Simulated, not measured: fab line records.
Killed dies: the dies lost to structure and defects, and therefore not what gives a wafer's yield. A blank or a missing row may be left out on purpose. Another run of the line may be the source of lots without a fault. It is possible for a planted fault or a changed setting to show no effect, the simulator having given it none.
fab line records	flow nand_harc
record lots=6	wafers=18	last_day=24
route steps=1159 shown A_STAIRCASE@550 END@1159
lots that met no fault: taken from a fault-free run of the same line
start_h: hours from the record's first day to the start of the lot's first wafer shown	wait_h: time in hours since the lot's previous step	" repeats the value in the row above	L1.1+2: a row that stands for several wafers	- either no value or no given start	* or withheld: withheld	< > ~ a bound
route shown NAME@n: NAME is a module with steps in the file, n the number in the route of the first one	usual: average and standard deviation across the fault-free wafers	same: alike in all rows	chamber/n: place in a boat	sites: per-site readings	_std_site: standard deviation of those values	_edge_site: the outer-site mean with the inner-site mean subtracted	radius_mm: for every site, how far away it sits from the centre of the wafer	mask NAME#n: copy n	behind: the last tool/chamber to shape the wafer	hold: what put the lot on hold/how long, in hours/how the hold closed	device: the n, p or np transistor that did not switch	end of line: the route-end tests of the same wafers	a step given without rows: its recipe and nothing more	killed: dies lost to structure and defects at the first sort, not the wafer's yield	map: the dies of a wafer, with x for killed, . for not killed, _ for no die there
set.NAME: setting as actually run; set.NAME@STEP: the setting as run at that earlier step	model.NAME: the simulator's own value behind a step, which no gauge read
certain route steps with their lots: each step a table, each wafer a row
services: the hour from which a tool's chamber was out of use, counted from the record's first day as start_h (under 0 if before that day), plus the number of hours and why
## steps
# step NHARC_A_STAIRCASE_TRIM_14
# recipe time_s=211.2	o2_flow_sccm=500	ar_flow_sccm=0	bias_w=0	chemistry=O2
# step NHARC_A_STAIRCASE_ETCH_15
# recipe target_depth_a=1000	time_s=40.5	ion_energy_ev=400	c4f8_flow_sccm=20	o2_flow_sccm=10	ar_flow_sccm=withheld	rf_w=600	bias_w=1000	chemistry=C4F8/O2
# usual bias_w=1000/3.2	chamber_pressure_mTorr=25.001/0.022	oes_product_au=0.941/0.0091	rf_vpp_V=895/5.9
lot.wafer	tool	chamber	start_h	wait_h	bias_w	chamber_pressure_mTorr	oes_product_au	rf_hours_counter_h	rf_vpp_V
L315.4	rie_diel-05	0	-	-	1002	24.982	0.938	26	887
L315.1	"	1	"	"	1002	25.043	0.933	24	894
L315.6	"	0	"	"	1003	24.989	0.946	-	886
L313.1	rie_diel-05	2	-	-	1003	25.003	0.945	24	897
L313.4	"	0	"	"	1001	25.012	0.944	26	886
L313.6	"	1	"	"	1001	24.997	0.949	-	894
L314.3	rie_diel-05	3	-	-	997	24.988	0.937	23	893
L314.4	"	0	"	"	998	24.992	0.925	28	885
L314.1	"	2	"	"	998	24.998	0.927	26	896
L329.4	rie_diel-01	2	-	-	998	25.002	0.925	7	889
L329.5	"	1	"	"	1003	25.027	0.952	-	900
L329.6	"	2	"	"	997	25.022	0.934	-	890
L332.3	rie_diel-01	2	-	-	998	24.979	0.957	12	890
L332.1	"	3	"	"	1002	25.001	0.956	14	904
L332.5	"	2	"	"	997	24.992	0.969	-	889
L335.4	rie_diel-01	3	-	-	999	25.001	0.959	21	907
L335.3	"	0	"	"	1000	25.055	0.953	20	891
L335.6	"	1	"	"	1000	25.029	0.941	-	901
# step NHARC_A_STAIRCASE_TRIM_16
# recipe time_s=211.2	o2_flow_sccm=500	ar_flow_sccm=0	bias_w=0	chemistry=O2
# step NHARC_A_STAIRCASE_ETCH_17
# recipe target_depth_a=1000	time_s=40.5	ion_energy_ev=400	c4f8_flow_sccm=20	o2_flow_sccm=10	ar_flow_sccm=withheld	rf_w=600	bias_w=1000	chemistry=C4F8/O2
# usual bias_w=1000.0/2.9	chamber_pressure_mTorr=25.001/0.023	oes_product_au=0.943/0.0092	rf_vpp_V=895/5.8
lot.wafer	tool	chamber	start_h	wait_h	bias_w	chamber_pressure_mTorr	oes_product_au	rf_hours_counter_h	rf_vpp_V
L315.4	rie_diel-05	0	-	-	1002.3	25.002	0.926	26	887
L315.1	"	3	"	"	1000.6	25.045	0.950	21	894
L315.6	"	1	"	"	1003.9	25.015	0.927	-	895
L313.4	rie_diel-05	1	-	-	998.5	25.020	0.946	25	895
L313.1	"	2	"	"	1003.2	25.035	0.942	24	897
L313.6	"	3	"	"	997.2	25.000	0.936	-	894
L314.1	rie_diel-05	2	-	-	998.3	25.007	0.946	26	897
L314.4	"	3	"	"	998.7	25.000	0.946	23	895
L314.3	"	1	"	"	1006.2	24.992	0.935	26	896
L329.4	rie_diel-01	2	-	-	996.6	24.957	0.939	7	889
L329.6	"	2	"	"	1000.5	25.004	0.942	-	890
L329.5	"	3	"	"	998.1	24.990	0.950	-	906
L332.1	rie_diel-01	3	-	-	999.3	25.024	0.947	14	905
L332.3	"	2	"	"	1001.7	25.007	0.962	12	889
L332.5	"	3	"	"	999.9	25.018	0.951	-	906
L335.3	rie_diel-01	3	-	-	1001.5	24.964	0.950	21	906
L335.4	"	0	"	"	1003.2	24.984	0.952	20	891
L335.6	"	2	"	"	999.4	24.982	0.960	-	889
# step NHARC_A_STAIRCASE_TRIM_18
# recipe time_s=211.2	o2_flow_sccm=500	ar_flow_sccm=0	bias_w=0	chemistry=O2
# step NHARC_A_STAIRCASE_ETCH_19
# recipe target_depth_a=1000	time_s=40.5	ion_energy_ev=400	c4f8_flow_sccm=20	o2_flow_sccm=10	ar_flow_sccm=withheld	rf_w=600	bias_w=1000	chemistry=C4F8/O2
# step NHARC_A_STAIRCASE_TRIM_20
# recipe time_s=211.2	o2_flow_sccm=500	ar_flow_sccm=0	bias_w=0	chemistry=O2
# step NHARC_A_STAIRCASE_ETCH_21
# recipe target_depth_a=1000	time_s=40.5	ion_energy_ev=400	c4f8_flow_sccm=20	o2_flow_sccm=10	ar_flow_sccm=withheld	rf_w=600	bias_w=1000	chemistry=C4F8/O2
# usual bias_w=1000/3.3	chamber_pressure_mTorr=25.001/0.023	oes_product_au=0.950/0.018	rf_vpp_V=896/6.1
lot.wafer	tool	chamber	start_h	wait_h	bias_w	chamber_pressure_mTorr	oes_product_au	rf_hours_counter_h	rf_vpp_V
L315.4	rie_diel-05	0	-	-	1000	25.029	0.940	27	886
L315.1	"	1	"	"	993	24.976	0.947	25	897
L315.6	"	1	"	"	998	25.039	0.943	-	896
L313.1	rie_diel-10	3	-	-	1001	25.022	0.973	23	902
L313.4	"	0	"	"	1003	24.956	0.964	23	889
L313.6	"	3	"	"	997	25.018	0.980	-	902
L314.1	rie_diel-05	3	-	-	1005	25.016	0.950	23	894
L314.4	"	0	"	"	1000	24.985	0.940	28	887
L314.3	"	2	"	"	1001	25.038	0.951	26	898
L329.4	rie_diel-05	2	-	-	997	25.011	0.924	59	896
L329.5	"	2	"	"	1004	25.021	0.920	-	898
L329.6	"	3	"	"	1001	24.983	0.923	-	894
L332.1	rie_diel-01	1	-	-	1002	25.019	0.948	11	901
L332.3	"	2	"	"	1000	24.990	0.956	12	889
L332.5	"	1	"	"	996	24.983	0.943	-	901
L335.3	rie_diel-01	1	-	-	1006	24.985	0.941	18	900
L335.4	"	3	"	"	999	25.036	0.958	21	905
L335.6	"	1	"	"	1003	24.979	0.940	-	899
# step NHARC_A_STAIRCASE_TRIM_22
# recipe time_s=211.2	o2_flow_sccm=500	ar_flow_sccm=0	bias_w=0	chemistry=O2
# step NHARC_A_STAIRCASE_ETCH_23
# recipe target_depth_a=1000	time_s=40.5	ion_energy_ev=400	c4f8_flow_sccm=20	o2_flow_sccm=10	ar_flow_sccm=withheld	rf_w=600	bias_w=1000	chemistry=C4F8/O2
# usual bias_w=1000.1/2.9	chamber_pressure_mTorr=25.001/0.025	oes_product_au=0.945/0.012	rf_vpp_V=896/6.3
lot.wafer	tool	chamber	start_h	wait_h	bias_w	chamber_pressure_mTorr	oes_product_au	rf_hours_counter_h	rf_vpp_V
L315.4	rie_diel-05	1	-	-	1003.1	25.007	0.941	25	896
L315.1	"	2	"	"	997.2	25.005	0.939	25	896
L315.6	"	3	"	"	1004.1	25.000	0.942	-	894
L313.4	rie_diel-10	2	-	-	997.5	25.012	0.979	21	901
L313.1	"	3	"	"	998.1	25.023	0.955	23	902
L313.6	"	0	"	"	995.5	25.011	0.961	-	891
L314.4	rie_diel-05	2	-	-	1002.8	25.007	0.952	27	896
L314.1	"	3	"	"	999.3	24.988	0.951	24	894
L314.3	"	1	"	"	999.3	24.999	0.946	27	896
L329.4	rie_diel-05	2	-	-	1003.9	24.989	0.938	60	897
L329.5	"	0	"	"	997.6	25.014	0.931	-	885
L329.6	"	1	"	"	1002.4	25.028	0.941	-	895
L332.1	rie_diel-01	3	-	-	991.3	25.040	0.956	14	906
L332.3	"	0	"	"	997.3	24.997	0.951	13	891
L332.5	"	2	"	"	994.8	24.959	0.960	-	890
L335.3	rie_diel-01	2	-	-	998.4	24.960	0.948	20	889
L335.4	"	3	"	"	998.2	25.016	0.953	22	906
L335.6	"	3	"	"	1000.6	24.984	0.940	-	904
# step NHARC_A_STAIRCASE_TRIM_24
# recipe time_s=211.2	o2_flow_sccm=500	ar_flow_sccm=0	bias_w=0	chemistry=O2
# usual chamber_pressure_mTorr=60.00/0.053	drypump_motor_current_A=5.5/0.39	oes_product_au=1.002/0.007	rf_vpp_V=57.7/0.91	showerhead_plenum_p_Torr=3.51/0.17	throttle_valve_pct=17.037/0.0092
lot.wafer	tool	chamber	start_h	wait_h	chamber_pressure_mTorr	drypump_motor_current_A	oes_product_au	rf_hours_counter_h	rf_vpp_V	showerhead_plenum_p_Torr	throttle_valve_pct
L315.4	rie_diel-05	3	-	-	59.97	5.0	0.998	21	56.5	3.46	17.039
L315.1	"	0	"	"	59.98	6.0	0.990	27	57.2	3.28	17.036
L315.6	"	1	"	"	60.04	6.0	0.997	-	56.2	3.51	17.009
L313.1	rie_diel-10	1	-	-	59.94	5.5	0.993	21	58.8	3.80	17.028
L313.4	"	2	"	"	60.02	6.1	1.000	21	59.3	3.71	17.041
L313.6	"	3	"	"	59.96	5.3	0.997	-	57.7	3.66	17.052
L314.1	rie_diel-05	2	-	-	60.05	5.3	1.004	27	58.2	3.56	17.020
L314.4	"	3	"	"	60.07	5.0	0.997	24	57.5	3.46	17.046
L314.3	"	0	"	"	59.95	6.0	1.000	29	58.8	3.28	17.041
L329.4	rie_diel-05	3	-	-	60.05	5.0	1.001	52	57.3	3.45	17.038
L329.5	"	3	"	"	59.96	5.0	1.002	-	57.5	3.45	17.040
L329.6	"	0	"	"	59.99	6.1	0.994	-	57.7	3.26	17.039
L332.3	rie_diel-01	1	-	-	59.90	6.0	1.015	11	58.8	3.65	17.032
L332.1	"	2	"	"	59.96	5.4	1.011	12	56.5	3.34	17.037
L332.5	"	1	"	"	60.04	6.0	1.003	-	58.2	3.65	17.035
L335.4	rie_diel-01	3	-	-	60.01	5.1	1.001	22	59.3	3.80	17.039
L335.3	"	0	"	"	60.04	5.6	1.011	20	58.2	3.38	17.036
L335.6	"	0	"	"	60.01	5.6	1.009	-	57.4	3.38	17.025
# step NHARC_A_STAIRCASE_ETCH_25
# recipe target_depth_a=1000	time_s=40.5	ion_energy_ev=400	c4f8_flow_sccm=20	o2_flow_sccm=10	ar_flow_sccm=withheld	rf_w=600	bias_w=1000	chemistry=C4F8/O2
# usual bias_w=1000.2/2.8	chamber_pressure_mTorr=25.001/0.022	oes_product_au=0.945/0.01	rf_vpp_V=895/6.2
lot.wafer	tool	chamber	start_h	wait_h	bias_w	chamber_pressure_mTorr	oes_product_au	rf_hours_counter_h	rf_vpp_V
L315.4	rie_diel-05	2	245.83	-	1003.4	25.015	0.942	25	896
L315.1	"	0	"	"	1001.7	24.978	0.951	27	886
L315.6	"	1	"	"	1000.4	25.010	0.936	-	896
L313.4	rie_diel-10	0	246.14	-	-	-	-	-	-
L313.1	"	3	"	"	-	-	-	-	-
L313.6	"	0	"	"	-	-	-	-	-
L314.3	rie_diel-05	3	250.40	-	-	-	-	-	-
L314.1	"	1	"	"	-	-	-	-	-
L314.4	"	2	"	"	-	-	-	-	-
L329.4	rie_diel-05	3	340.60	-	997.4	25.025	0.941	52	892
L329.6	"	2	"	"	997.7	25.001	0.929	-	895
L329.5	"	3	"	"	1000.9	25.003	0.947	-	892
L332.3	rie_diel-01	0	353.16	-	996.5	25.003	0.936	13	891
L332.1	"	3	"	"	1000.9	25.016	0.942	14	907
L332.5	"	0	"	"	996.6	24.979	0.952	-	890
L335.4	rie_diel-01	0	365.23	-	1001.3	25.025	0.950	20	888
L335.3	"	3	"	"	996.9	25.022	0.950	22	904
L335.6	"	0	"	"	1004.0	24.998	0.955	-	889
# step NHARC_A_STAIRCASE_TRIM_26
# recipe time_s=211.2	o2_flow_sccm=500	ar_flow_sccm=0	bias_w=0	chemistry=O2
# step NHARC_END_SORT_01
# recipe temp_c=25
# usual killed_at_array=28/8.9	killed_at_other=0.8/1.2	killed_at_periphery=3.3/2.3	killed_dies=32/9.4	killed_open=3.2/1.8	killed_short=1.9/1.4
# same gross_dies=677
lot.wafer	tool	chamber	start_h	wait_h	killed_at_array	killed_at_other	killed_at_periphery	killed_dies	killed_open	killed_short
L313.1	prober-02	0	448.77	2.5	670	0	7	677	3	5
L313.4	prober-02	0	451.22	3.5	672	1	4	677	3	1
L313.6	prober-02	0	452.86	4.1	673	0	4	677	2	1
L314.1	prober-02	0	456.64	2.5	674	1	2	677	7	1
L314.3	prober-02	0	458.24	3.1	670	1	6	677	2	3
L314.4	prober-02	0	459.03	3.4	674	0	3	677	1	1
# killed by level:class
L313.1 A_STAIRCASE:area_etch=658 A_WL_FILL:geometric_particle:short=3 P_STI:chamber_film_flake=3 A_STAIRCASE:chamber_film_flake=3 P_CONTACT:geometric_particle:open=1 P_M1:geometric_particle:open=1 A_SGD_CUT:geometric_particle:short=1 A_WL_FILL:geometric_particle:open=1
L313.4 A_STAIRCASE:area_etch=663 P_M0:geometric_particle:open=2 P_ZERO_WELL:chamber_film_flake=2 A_ZERO_WELL:chamber_film_flake=2 A_CHANNEL_FILL_D1:geometric_particle:open=1 STARTING-WAFER:geometric_particle:short=1 A_CHANNEL_HOLE_D1:chamber_film_flake=1 A_CHANNEL_FILL_D1:chamber_film_flake=1
L313.6 A_STAIRCASE:area_etch=667 P_M0:geometric_particle:open=1 P_M2:geometric_particle:open=1 A_SGD_CUT:geometric_particle:short=1 P_STI:chamber_film_flake=1 P_GATE:chamber_film_flake=1 A_CHANNEL_HOLE_D1:chamber_film_flake=1 A_SLIT:chamber_film_flake=1
L314.1 A_STAIRCASE:area_etch=652 A_CHANNEL_HOLE_D1:chamber_film_flake=4 A_CONTACT:chamber_film_flake=4 A_BONDPAD:chamber_film_flake=4 A_STAIRCASE:chamber_film_flake=3 A_M0:geometric_particle:open=2 A_SLIT:chamber_film_flake=2 P_CONTACT:geometric_particle:open=1
L314.3 A_STAIRCASE:area_etch=654 A_BONDPAD:chamber_film_flake=6 A_STAIRCASE:chamber_film_flake=5 P_STI:chamber_film_flake=3 P_CONTACT:geometric_particle:open=1 P_M0:geometric_particle:short=1 A_SGD_CUT:geometric_particle:short=1 A_WL_FILL:geometric_particle:open=1
L314.4 A_STAIRCASE:area_etch=663 A_BONDPAD:chamber_film_flake=3 A_CHANNEL_HOLE_D1:chamber_film_flake=3 A_CONTACT:chamber_film_flake=3 P_ZERO_WELL:chamber_film_flake=2 P_GATE:geometric_particle:open=1 A_SLIT:geometric_particle:short=1 A_STAIRCASE:chamber_film_flake=1
# map L313.1 (x killed, . not)
____________x____________
_________xxxxxxx_________
_______xxxxxxxxxxx_______
______xxxxxxxxxxxxx______
_____xxxxxxxxxxxxxxx_____
____xxxxxxxxxxxxxxxxx____
____xxxxxxxxxxxxxxxxx____
___xxxxxxxxxxxxxxxxxxx___
___xxxxxxxxxxxxxxxxxxx___
__xxxxxxxxxxxxxxxxxxxxx__
__xxxxxxxxxxxxxxxxxxxxx__
_xxxxxxxxxxxxxxxxxxxxxxx_
_xxxxxxxxxxxxxxxxxxxxxxx_
_xxxxxxxxxxxxxxxxxxxxxxx_
_xxxxxxxxxxxxxxxxxxxxxxx_
_xxxxxxxxxxxxxxxxxxxxxxx_
xxxxxxxxxxxxxxxxxxxxxxxxx
xxxxxxxxxxxxxxxxxxxxxxxxx
xxxxxxxxxxxxxxxxxxxxxxxxx
xxxxxxxxxxxxxxxxxxxxxxxxx
xxxxxxxxxxxxxxxxxxxxxxxxx
_xxxxxxxxxxxxxxxxxxxxxxx_
_xxxxxxxxxxxxxxxxxxxxxxx_
_xxxxxxxxxxxxxxxxxxxxxxx_
_xxxxxxxxxxxxxxxxxxxxxxx_
_xxxxxxxxxxxxxxxxxxxxxxx_
__xxxxxxxxxxxxxxxxxxxxx__
__xxxxxxxxxxxxxxxxxxxxx__
___xxxxxxxxxxxxxxxxxxx___
___xxxxxxxxxxxxxxxxxxx___
____xxxxxxxxxxxxxxxxx____
____xxxxxxxxxxxxxxxxx____
_____xxxxxxxxxxxxxxx_____
______xxxxxxxxxxxxx______
_______xxxxxxxxxxx_______
_________xxxxxxx_________
____________x____________
# map L314.1 (x killed, . not)
____________x____________
_________xxxxxxx_________
_______xxxxxxxxxxx_______
______xxxxxxxxxxxxx______
_____xxxxxxxxxxxxxxx_____
____xxxxxxxxxxxxxxxxx____
____xxxxxxxxxxxxxxxxx____
___xxxxxxxxxxxxxxxxxxx___
___xxxxxxxxxxxxxxxxxxx___
__xxxxxxxxxxxxxxxxxxxxx__
__xxxxxxxxxxxxxxxxxxxxx__
_xxxxxxxxxxxxxxxxxxxxxxx_
_xxxxxxxxxxxxxxxxxxxxxxx_
_xxxxxxxxxxxxxxxxxxxxxxx_
_xxxxxxxxxxxxxxxxxxxxxxx_
_xxxxxxxxxxxxxxxxxxxxxxx_
xxxxxxxxxxxxxxxxxxxxxxxxx
xxxxxxxxxxxxxxxxxxxxxxxxx
xxxxxxxxxxxxxxxxxxxxxxxxx
xxxxxxxxxxxxxxxxxxxxxxxxx
xxxxxxxxxxxxxxxxxxxxxxxxx
_xxxxxxxxxxxxxxxxxxxxxxx_
_xxxxxxxxxxxxxxxxxxxxxxx_
_xxxxxxxxxxxxxxxxxxxxxxx_
_xxxxxxxxxxxxxxxxxxxxxxx_
_xxxxxxxxxxxxxxxxxxxxxxx_
__xxxxxxxxxxxxxxxxxxxxx__
__xxxxxxxxxxxxxxxxxxxxx__
___xxxxxxxxxxxxxxxxxxx___
___xxxxxxxxxxxxxxxxxxx___
____xxxxxxxxxxxxxxxxx____
____xxxxxxxxxxxxxxxxx____
_____xxxxxxxxxxxxxxx_____
______xxxxxxxxxxxxx______
_______xxxxxxxxxxx_______
_________xxxxxxx_________
____________x____________
## services
tool	chamber	start_h	hours	kind
rie_diel-05	0	222.88	-	clean
rie_diel-05	1	222.88	-	clean
rie_diel-05	2	222.88	-	clean
rie_diel-05	3	222.88	-	clean
rie_diel-05	3	238.27	3.0	repair
rie_diel-05	0	247.88	-	clean
rie_diel-05	1	247.88	-	clean
rie_diel-05	2	247.88	-	clean
rie_diel-05	3	247.88	-	clean
rie_diel-05	0	272.38	-	clean
rie_diel-05	1	272.38	-	clean
rie_diel-05	2	272.38	-	clean
rie_diel-05	3	272.38	-	clean
rie_diel-05	0	296.92	-	clean
rie_diel-05	1	296.92	-	clean
rie_diel-05	2	296.92	-	clean
rie_diel-05	3	296.92	-	clean
rie_diel-01	-	315.10	9.0	pm
rie_diel-05	0	321.44	-	clean
rie_diel-05	1	321.44	-	clean
rie_diel-05	2	321.44	-	clean
rie_diel-05	3	321.44	-	clean
rie_diel-05	1	340.75	9.0	vent_cycle
rie_diel-10	-	353.50	9.0	pm
## key
first_sign step=NHARC_A_STAIRCASE_ETCH_25	reading=tool_record	direction=missing
effect step=NHARC_END_SORT_01	reading=killed_at_array	direction=up	sigmas=72	usual=28	struck=672
more_kills_born_at NHARC_A_STAIRCASE_ETCH_25@rie_diel-10=1987	NHARC_A_STAIRCASE_ETCH_25@rie_diel-05=1971
met_at NHARC_A_STAIRCASE_ETCH_25
struck_wafers L313.1,L313.4,L313.6,L314.1,L314.3,L314.4
later_rows_left_out L313.1,L313.4,L313.6,L314.1,L314.3,L314.4
tester_left_out L313,L314
onset_between 245.83 246.14
fault kind=skipped_step_whole	tool=rie_diel-05,rie_diel-10	chamber=-	onset_h=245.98	steps=NHARC_A_STAIRCASE_ETCH_25	scope=struck_lots_only
# tester_left_out: of these lots the tester's yield and bins aren't shown, on N5 and GAA mostly nor the transistor test; their killed dies are dies lost to structure and defects alone, not to doping, threshold or leakage, so they don't give the yield
# later_rows_left_out: the simulator's readings of these wafers behind a module that went badly wrong aren't trusted and aren't shown, but for the sort
